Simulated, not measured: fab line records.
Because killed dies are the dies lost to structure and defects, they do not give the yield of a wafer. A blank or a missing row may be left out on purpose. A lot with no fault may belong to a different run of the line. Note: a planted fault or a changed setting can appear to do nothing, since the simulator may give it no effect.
Matching of chambers :: flow n5_finfet :: N5_HKMG_FIN_CVD_62 on thermal_cvd_si-02 has 3 sister chambers
The step deposits a-Si from Si2H6, target thk 3 nm, time 20.8 s. 3 wafers are shown with their chamber, then 7 later ones without.

WAFERS WITH THEIR CHAMBER
wafer: L565.1
chamber: 2
heater_power_w (W): 1682

wafer: L565.2
chamber: 1
heater_power_w (W): 1367

wafer: L565.5
chamber: 0
heater_power_w (W): 1580

WAFERS WITH NO CHAMBER GIVEN
wafer: L567.4
heater_power_w (W): 1583

wafer: L567.6
heater_power_w (W): 1685

wafer: L569.1
heater_power_w (W): 1365

wafer: L569.6
heater_power_w (W): 1379

wafer: L579.4
heater_power_w (W): 1608

wafer: L579.5
heater_power_w (W): 1349

wafer: L579.6
heater_power_w (W): 1690

CHAMBER TAKEN BY EACH
wafer: L567.4
from the rows above: 0
in truth: 0

wafer: L567.6
from the rows above: 2
in truth: 2

wafer: L569.1
from the rows above: 1
in truth: 1

wafer: L569.6
from the rows above: 1
in truth: 1

wafer: L579.4
from the rows above: 0
in truth: 0

wafer: L579.5
from the rows above: 1
in truth: 1

wafer: L579.6
from the rows above: 2
in truth: 2
Correctly placed: 7 of 7. Number that these rows cannot place: 0. Wrongly placed: 0.
How it was worked out, from the rows above alone: a wafer's distance from a chamber is the root of the sum, over the readings, of the square of ((its reading less the chamber's mean) divided by the reading's scatter). If the next closest chamber is less than 2 further off than the closest, the wafer can't be placed; otherwise it belongs to the closest. Each chamber's mean is taken over the wafers shown for it. The scatter (one wafer shown for each chamber): square how far every hidden wafer sits from the nearest shown wafer, average those squares and take the square root.
